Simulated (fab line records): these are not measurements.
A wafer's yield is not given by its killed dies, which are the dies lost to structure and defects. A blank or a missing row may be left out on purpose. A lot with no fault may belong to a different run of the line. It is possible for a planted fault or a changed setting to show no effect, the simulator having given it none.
What tool caused it?	flow nand-harc	Sampling: 14 lots, 40 wafers, 6 of 1159 route steps

== WHAT THE GAUGES READ, wafer by wafer ==
NHARC_A_ZERO_WELL_CD_MEAS_10: target cd 2000 nm. Usual: 1999.1 nm for cd-nm, sd 2.1.
lot	measured	on	cd-nm (nm)	flag
L480	day 6 12:33	cd-sem-03	1997.0 2000.2 1998.7	
L481	day 6 20:50	cd-sem-02	1998.6 1999.8 1997.4	
L482	day 7 00:57	cd-sem-01	1997.9 1999.2 1999.3	
L484	day 7 15:10	cd-sem-01	1996.9 2000.7 2001.2	
L485	day 7 23:08	cd-sem-02	1997.3 1997.9 1997.8	
L489	day 8 23:23	cd-sem-02	2000.4 2005.2	
L491	day 9 13:09	cd-sem-03	2003.1 1997.5 1998.4	
L493	day 9 14:25	cd-sem-01	2000.2 1997.4 1997.2	
L494	day 9 23:44	cd-sem-03	2003.5 1999.2	
L495	day 10 14:01	cd-sem-03	1997.8 1998.7 2000.1	
L496	day 10 16:19	cd-sem-01	2002.0 1999.1 2001.7	
L498	day 11 02:35	cd-sem-02	1999.5 1998.2 2005.3	
L500	day 11 12:20	cd-sem-02	1997.3 1996.9 1997.7	
L503	day 12 00:08	cd-sem-01	1998.8 1997.2 2004.7	

NHARC_A_ONON_D1_THK_MEAS_21: measures by ellipsometry. Usual: 998 nm for thk-nm, sd 11.
lot	measured	on	thk-nm (nm)	flag
L480	day 8 00:39	film-metro-02	999 996 999	
L481	day 8 05:44	film-metro-02	984 984 985	
L482	day 8 09:43	film-metro-01	978 978 980	
L484	day 9 00:19	film-metro-01	992 993 992	
L485	day 9 12:10	film-metro-01	992 992 990	
L489	day 10 08:06	film-metro-01	683 996	OFF
L491	day 11 02:37	film-metro-01	686 996 687	OFF
L493	day 11 02:29	film-metro-02	987 987 985	
L494	day 11 13:38	film-metro-02	683 991	OFF
L495	day 11 22:45	film-metro-02	1006 1005 1007	
L496	day 11 22:44	film-metro-02	1009 1008 1007	
L498	day 12 11:09	film-metro-02	1010 1010 1009	
L500	day 12 21:26	film-metro-02	997 996 998	
L503	day 13 07:43	film-metro-01	1012 1012 1011	

NHARC_END_SORT_01. Usual: killed-at-array 27, standard deviation 9.9; killed-at-other 0.5, standard deviation 0.76; killed-at-periphery 3.4, standard deviation 2.2; killed-dies 31, standard deviation 10; killed-open 3.3, standard deviation 2; killed-short 2.0, standard deviation 1.5.
lot	measured	on	killed-at-array	killed-at-other	killed-at-periphery	killed-dies	killed-open	killed-short	flag
L489	day 21 21:12	prober-02	676 22	1 1	0 2	677 25	0 2	1 0	OFF
L491	day 22 05:38	prober-02	668 29 673	2 0 0	7 3 4	677 32 677	2 2 5	3 2 0	OFF
L494	day 22 13:32	prober-02	676 32	0 0	1 2	677 34	1 2	1 3	OFF

== WHAT TOOL EACH LOT RAN ON (gives the tool, then ch and the chambers of the sampled wafers, and finally the start) ==
lot	NHARC_P_BONDPAD_DEGAS_25	NHARC_A_ONON_D1_DEP_19	NHARC_A_ONON_D1_DEP_33
L480	pvd-sputter-02, day 6 09:44	pecvd-onon-04 ch 0, day 8 00:09	pecvd-03 ch 1, day 8 02:26
L481	pvd-sputter-02, day 6 18:00	pecvd-onon-01 ch 0, day 8 05:17	pecvd-01 ch 0,1, day 8 07:33
L482	pvd-sputter-03, day 6 22:02	pecvd-onon-01 ch 0, day 8 09:11	pecvd-03 ch 1,2, day 8 11:29
L484	pvd-sputter-02, day 7 12:15	pecvd-onon-01 ch 0, day 8 23:55	pecvd-03 ch 0,2, day 9 02:05
L485	pvd-sputter-03, day 7 20:14	pecvd-onon-02 ch 0, day 9 11:38	pecvd-01 ch 0,1, day 9 14:11
L489	pvd-sputter-03, day 8 20:26	pecvd-onon-01 ch 0, day 10 07:43	pecvd-01 ch 0,2, day 10 10:02
L491	pvd-sputter-03, day 9 10:20	pecvd-onon-01 ch 0, day 11 02:07	pecvd-03 ch 0,1,2, day 11 05:16
L493	pvd-sputter-02, day 9 11:33	pecvd-onon-02 ch 0, day 11 01:58	pecvd-03 ch 0,1,2, day 11 05:00
L494	pvd-sputter-01, day 9 20:47	pecvd-onon-01 ch 0, day 11 13:06	pecvd-01 ch 0, day 11 15:29
L495	pvd-sputter-01, day 10 11:02	pecvd-onon-02 ch 0, day 11 22:18	pecvd-01 ch 0,1,2, day 12 00:31
L496	pvd-sputter-01, day 10 13:24	pecvd-onon-04 ch 0, day 11 22:14	pecvd-03 ch 0,2, day 12 00:32
L498	pvd-sputter-02, day 10 23:40	pecvd-onon-02 ch 0, day 12 10:45	pecvd-01 ch 0,2, day 12 12:59
L500	pvd-sputter-02, day 11 09:32	pecvd-onon-04 ch 0, day 12 20:55	pecvd-01 ch 0,2, day 12 23:16
L503	pvd-sputter-01, day 11 21:06	pecvd-onon-04 ch 0, day 13 07:16	pecvd-01 ch 0,2, day 13 09:49
- NHARC_P_BONDPAD_DEGAS_25: time 60 s.
- NHARC_A_ONON_D1_DEP_19: target thk 1000 nm.
- NHARC_A_ONON_D1_DEP_33: deposits SiO2, target thk 200 nm.

== WHAT THE TOOLS THEMSELVES READ (means of the sampled wafers that have a number; where no wafer has one, the mark that the record gives instead) ==
NHARC_P_BONDPAD_DEGAS_25. Usual: 475 W for heater-power-w, sd 31.
lot	tool	heater-power-w (W)	flag
L480	pvd-sputter-02	433	
L481	pvd-sputter-02	459	
L482	pvd-sputter-03	455	
L484	pvd-sputter-02	484	
L485	pvd-sputter-03	430	
L489	pvd-sputter-03	452	
L491	pvd-sputter-03	479	
L493	pvd-sputter-02	450	
L494	pvd-sputter-01	502	
L495	pvd-sputter-01	469	
L496	pvd-sputter-01	506	
L498	pvd-sputter-02	452	
L500	pvd-sputter-02	479	
L503	pvd-sputter-01	473	

NHARC_A_ONON_D1_DEP_33. Usual: heater-power-w 580 W, standard deviation 83; throttle-valve-pct 15.8 %, standard deviation 0.58.
lot	tool	heater-power-w (W)	throttle-valve-pct (%)	flag
L480	pecvd-03	607	15.9	
L481	pecvd-01	464	16.1	
L482	pecvd-03	597	15.7	
L484	pecvd-03	603	15.6	
L485	pecvd-01	495	16.2	
L489	pecvd-01	530	16.1	
L491	pecvd-03	589	15.7	
L493	pecvd-03	589	15.8	
L494	pecvd-01	536	16.1	
L495	pecvd-01	554	16.2	
L496	pecvd-03	635	15.6	
L498	pecvd-01	552	16.1	
L500	pecvd-01	579	16.4	
L503	pecvd-01	530	16.4	

== THE ANSWER, worked out from the rows above alone ==
Rule: a lot counts as off when the mean over its wafers that have a number is more than 3 standard deviations away from the usual mean. Also off: a lot with no number at a reading for which 4 or more lots have one. Any other lot the step has rows for is counted as sound. First the gauges in route order, then the tools' own readings, where a lot's mean is used as printed above. At the first step where some lot is off, the reading lying furthest off is the one used; lots without a number count as furthest.
Off at NHARC_A_ONON_D1_THK_MEAS_21 (thk-nm): L489, L491, L494.
If a tool, at a process step before that reading, ran all the lots that are off and no sound lot after the first of them, it fits. The gauges at NHARC_A_ONON_D1_THK_MEAS_21 aren't tried: what is off there is off at NHARC_END_SORT_01 too, on other tools, and a gauge's error can't cause that. One candidate fits, namely pecvd-onon-01 at NHARC_A_ONON_D1_DEP_19. A fault onset in the window from L484 (day 8 23:55, its last sound lot) to L489 (day 10 07:43, its first lot off) fits.

== WHAT HAD BEEN PUT IN BY THE SIMULATOR ==
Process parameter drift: pecvd-onon-01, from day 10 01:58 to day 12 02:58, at NHARC_A_ONON_D1_DEP_19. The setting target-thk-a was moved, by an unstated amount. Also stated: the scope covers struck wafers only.
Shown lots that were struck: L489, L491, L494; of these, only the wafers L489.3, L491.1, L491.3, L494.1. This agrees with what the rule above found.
